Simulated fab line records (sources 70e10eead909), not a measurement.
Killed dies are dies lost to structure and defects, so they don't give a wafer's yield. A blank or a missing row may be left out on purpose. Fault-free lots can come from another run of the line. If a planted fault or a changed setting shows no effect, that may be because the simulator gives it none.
Chamber matching ; flow nand-harc ; NHARC_P_M0_DEP_32 on pecvd-03 has 3 sister chambers
The step deposits SiCN, target thk 30 nm. 3 wafers are shown with their chamber, then 12 later ones without.

## WAFERS PAIRED WITH THEIR CHAMBERS
wafer;chamber;heater-power-w (W)
L085.6;0;585
L089.3;1;548
L089.6;2;539

## WAFERS WITH NO CHAMBER GIVEN
wafer;heater-power-w (W)
L090.2;670
L090.4;666
L090.5;560
L090.1;561
L090.3;568
L090.6;566
L091.2;529
L091.4;540
L091.6;588
L094.1;608
L094.4;630
L094.6;472

## THE CHAMBER EACH PASSED THROUGH
wafer;from the rows above;in truth
L090.2;can't be placed: 0 or 1 or 2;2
L090.4;can't be placed: 0 or 1 or 2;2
L090.5;can't be placed: 1 or 2 or 0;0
L090.1;can't be placed: 1 or 2 or 0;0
L090.3;can't be placed: 0 or 1 or 2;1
L090.6;can't be placed: 1 or 0 or 2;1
L091.2;can't be placed: 2 or 1 or 0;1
L091.4;can't be placed: 2 or 1 or 0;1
L091.6;can't be placed: 0 or 1 or 2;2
L094.1;can't be placed: 0 or 1 or 2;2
L094.4;can't be placed: 0 or 1 or 2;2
L094.6;can't be placed: 2 or 1 or 0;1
Correct placement for 0 of the 12. These rows do not allow placing 12 (true chamber among the candidates in 12). Placed wrongly: 0.
How it was worked out, from the rows above alone: a wafer's distance from a chamber is the root of the sum, over the readings, of the square of ((its reading less the chamber's mean) divided by the reading's scatter). If the next closest chamber is less than 2 further off than the closest, the wafer can't be placed; otherwise it belongs to the closest. Each chamber's mean is taken over the wafers shown for it. The scatter (one wafer shown for each chamber): square how far every hidden wafer sits from the nearest shown wafer, average those squares and take the square root.
